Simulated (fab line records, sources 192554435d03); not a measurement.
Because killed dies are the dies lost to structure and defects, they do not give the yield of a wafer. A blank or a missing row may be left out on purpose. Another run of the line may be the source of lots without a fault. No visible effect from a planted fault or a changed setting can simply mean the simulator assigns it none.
Chamber matching + flow n5-finfet + N5_HKMG_FIN_ETCH_67 on rie-diel-02: 4 sister chambers
The step etches SOC in N2/H2, stops on TiN, target depth 388.9 nm. 4 wafers are shown with their chamber, then 8 later ones without.

## EACH WAFER AND ITS CHAMBER
| wafer  | chamber | drypump-motor-current-A (A) |
|--------|---------|-----------------------------|
| L088.2 | 1       | 5.5                         |
| L088.4 | 3       | 5.7                         |
| L092.3 | 0       | 6.4                         |
| L093.1 | 2       | 5.2                         |

## WAFERS MISSING THEIR CHAMBER
| wafer  | drypump-motor-current-A (A) |
|--------|-----------------------------|
| L093.3 | 5.7                         |
| L093.5 | 5.7                         |
| L094.1 | 5.2                         |
| L094.2 | 5.7                         |
| L094.3 | 6.4                         |
| L094.4 | 6.3                         |
| L094.5 | 5.7                         |
| L094.6 | 5.2                         |

## WHICH CHAMBER EACH WENT THROUGH
| wafer  | from the rows above | in truth |
|--------|---------------------|----------|
| L093.3 | 3                   | 3        |
| L093.5 | 3                   | 3        |
| L094.1 | 2                   | 2        |
| L094.2 | 3                   | 3        |
| L094.3 | 0                   | 0        |
| L094.4 | 0                   | 0        |
| L094.5 | 3                   | 3        |
| L094.6 | 2                   | 2        |
Correctly placed: 8 of 8. Can't be placed from these rows: 0. Number placed wrongly: 0.
How it was worked out, from the rows above alone: a wafer's distance from a chamber is the root of the sum, over the readings, of the square of ((its reading less the chamber's mean) divided by the reading's scatter). The wafer belongs to the nearest chamber; if the next one is less than 2 further off, it can't be placed. A chamber's mean is the mean of its shown wafers. The scatter (one wafer shown for each chamber): square how far every hidden wafer sits from the nearest shown wafer, average those squares and take the square root.
